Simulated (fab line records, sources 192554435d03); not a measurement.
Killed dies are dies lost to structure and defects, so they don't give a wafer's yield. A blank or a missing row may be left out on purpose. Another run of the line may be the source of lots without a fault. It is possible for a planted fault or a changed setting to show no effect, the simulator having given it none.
Split-lot trial | flow n5Finfet | on a route of 1938 steps: 7 lots, 39 wafers read

## SPLIT DETAILS
At N5_PMOS_HMC_CHANNEL_EPI_DEVELOP_08 (develop time 30 s), the setting developTimeS was moved away from the recipe's 30 s on 18 of the 39 wafers read, by -49.2% to +39.2%. This setting was run at the recipe's value on the other wafers.

Between the split and the reading, the file records no step.

## THE READING
Shown in nm: cdNm at N5_PMOS_HMC_CHANNEL_EPI_CD_MEAS_09, with target cd 237.4 nm. Typical for fault-free wafers on this fab line: 237.3 nm, with standard deviation 0.92 nm.

wafer  | tool, chamber at the split | developTimeS as run, s | against the recipe | cdNm, nm | against lot-mates on the recipe
L074.1 | lithoTrack-05, 0           | 37.91                  | +26.4%             | 238.4    | +1.3
L074.2 | lithoTrack-05, 0           | 37.91                  | +26.4%             | 237.9    | +0.8
L074.3 | lithoTrack-05, 0           | 30                     | recipe             | 236.5    | -
L074.4 | lithoTrack-05, 0           | 30                     | recipe             | 237.8    | -
L074.5 | lithoTrack-05, 0           | 37.91                  | +26.4%             | 239.8    | +2.7
L074.6 | lithoTrack-05, 0           | 30                     | recipe             | 237.0    | -
L076.1 | lithoTrack-03, 0           | 30                     | recipe             | 236.5    | -
L076.4 | lithoTrack-03, 0           | 30                     | recipe             | 237.0    | -
L076.6 | lithoTrack-03, 0           | 30                     | recipe             | 236.5    | -
L077.1 | lithoTrack-05, 0           | 30                     | recipe             | 238.2    | -
L077.2 | lithoTrack-05, 0           | 24.39                  | -18.7%             | 237.5    | -0.8
L077.3 | lithoTrack-05, 0           | 24.39                  | -18.7%             | 237.2    | -1.1
L077.4 | lithoTrack-05, 0           | 24.39                  | -18.7%             | 237.4    | -0.9
L077.5 | lithoTrack-05, 0           | 30                     | recipe             | 238.2    | -
L077.6 | lithoTrack-05, 0           | 30                     | recipe             | 238.4    | -
L082.1 | lithoTrack-04, 0           | 16.89                  | -43.7%             | 233.6    | -3.5
L082.2 | lithoTrack-04, 0           | 30                     | recipe             | 237.3    | -
L082.3 | lithoTrack-04, 0           | 30                     | recipe             | 237.0    | -
L082.4 | lithoTrack-04, 0           | 16.89                  | -43.7%             | 233.8    | -3.3
L082.5 | lithoTrack-04, 0           | 16.89                  | -43.7%             | 235.0    | -2.1
L082.6 | lithoTrack-04, 0           | 30                     | recipe             | 237.1    | -
L088.1 | lithoTrack-03, 0           | 17.43                  | -41.9%             | 234.4    | -2.2
L088.2 | lithoTrack-03, 0           | 30                     | recipe             | 236.3    | -
L088.3 | lithoTrack-03, 0           | 17.43                  | -41.9%             | 232.8    | -3.8
L088.4 | lithoTrack-03, 0           | 30                     | recipe             | 237.2    | -
L088.5 | lithoTrack-03, 0           | 17.43                  | -41.9%             | 234.0    | -2.6
L088.6 | lithoTrack-03, 0           | 30                     | recipe             | 236.3    | -
L092.1 | lithoTrack-05, 0           | 30                     | recipe             | 237.9    | -
L092.2 | lithoTrack-05, 0           | 30                     | recipe             | 238.0    | -
L092.3 | lithoTrack-05, 0           | 41.76                  | +39.2%             | 239.6    | +2.3
L092.4 | lithoTrack-05, 0           | 41.76                  | +39.2%             | 239.6    | +2.3
L092.5 | lithoTrack-05, 0           | 30                     | recipe             | 236.1    | -
L092.6 | lithoTrack-05, 0           | 41.76                  | +39.2%             | 240.5    | +3.2
L095.1 | lithoTrack-04, 0           | 15.23                  | -49.2%             | 233.0    | -4.3
L095.2 | lithoTrack-04, 0           | 15.23                  | -49.2%             | 232.2    | -5.1
L095.3 | lithoTrack-04, 0           | 30                     | recipe             | 236.8    | -
L095.4 | lithoTrack-04, 0           | 30                     | recipe             | 237.6    | -
L095.5 | lithoTrack-04, 0           | 30                     | recipe             | 237.4    | -
L095.6 | lithoTrack-04, 0           | 15.23                  | -49.2%             | 232.6    | -4.7

THE FIT
A straight line over all 39 wafers: cdNm changes by +0.0745 nm for each +1% of developTimeS; r = +0.91; the points scatter about the line by 0.84 nm.
The same after taking each lot's own level away (the mean of its wafers on the recipe; 39 wafers): +0.0732 nm for each +1%; r = +0.95; scatter 0.62 nm.
On that fit, the largest move of developTimeS shifts the reading by 3.6 nm.
Measured against the standard deviation above, the lots' own levels, which go from 236.60 to 238.27 nm, span 1.8 times it.
The two slopes are in agreement: the lot-to-lot level therefore moves the slope only a little.
Check: for one of the wafers moved furthest among these (-49.2%), held out of the fit, the line's prediction against its lot-mates is -3.6 nm. It came out at -4.27 nm against them.

## THE WHOLE CHAIN: every reading that the file lists as answering this split, in the file's order
step                               | what it does             | reading                                                                    | change (the file's fit)                | r (the file's)
N5_PMOS_HMC_CHANNEL_EPI_CD_MEAS_09 | target cd 237.4 nm       | cdNm                                                                       | +0.0737 nm for each +1% of the setting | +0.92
N5_PMOS_HMC_CHANNEL_EPI_DESCUM_14  | chemistry O2, time 7.9 s | PMOS_HMC_CHANNEL_EPI.cdNm (the simulator's own value, which no gauge read) | +0.0725 nm for each +1% of the setting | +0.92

## THE FILE'S OWN FIT
cdNm changes by +0.0737 nm for each +1% of developTimeS, r = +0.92.
